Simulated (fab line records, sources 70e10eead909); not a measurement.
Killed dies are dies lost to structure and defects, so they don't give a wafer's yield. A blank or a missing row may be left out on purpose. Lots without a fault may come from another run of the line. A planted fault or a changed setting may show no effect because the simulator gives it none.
Chamber matching | flow nand_harc | NHARC_A_STAIRCASE_DESCUM_168 on rie_diel-01: 4 sister chambers
The step chemistry O2, time 3 s. 8 wafers are shown with their chamber, then 9 later ones without.

WAFERS WITH THEIR CHAMBER
wafer  | chamber | drypump_motor_current_A (A) | showerhead_plenum_p_Torr (Torr)
L078.1 | 0       | 6.1                         | 1.97
L083.6 | 2       | 6.2                         | 1.83
L085.1 | 2       | 6.2                         | 1.83
L085.2 | 0       | 6.1                         | 1.96
L085.3 | 1       | 5.8                         | 1.85
L087.2 | 1       | 5.8                         | 1.85
L087.4 | 3       | 5.2                         | 1.78
L087.5 | 3       | 5.3                         | 1.78

WAFERS WITHOUT THEIR CHAMBER
wafer  | drypump_motor_current_A (A) | showerhead_plenum_p_Torr (Torr)
L088.1 | 5.2                         | 1.78
L088.2 | 5.8                         | 1.85
L088.5 | 6.1                         | 1.96
L093.3 | 5.2                         | 1.78
L093.4 | 6.2                         | 1.82
L093.6 | 6.2                         | 1.82
L097.2 | 5.2                         | 1.77
L097.4 | 6.1                         | 1.96
L097.6 | 6.1                         | 1.96

WHICH CHAMBER EACH WENT THROUGH
wafer  | from the rows above | in truth
L088.1 | 3                   | 3
L088.2 | 1                   | 1
L088.5 | 0                   | 0
L093.3 | 3                   | 3
L093.4 | 2                   | 2
L093.6 | 2                   | 2
L097.2 | 3                   | 3
L097.4 | 0                   | 0
L097.6 | 0                   | 0
Placed correctly: 9 of 9. Can't be placed from these rows: 0. Placed wrongly: 0.
How it was worked out, from the rows above alone: a wafer's distance from a chamber is the root of the sum, over the readings, of the square of ((its reading less the chamber's mean) divided by the reading's scatter). The wafer belongs to the nearest chamber; if the next one is less than 2 further off, it can't be placed. A chamber's mean is the mean of its shown wafers. The scatter: the root of (the sum of the squares of (reading less its chamber's mean) over the shown wafers, divided by (wafers less chambers)).
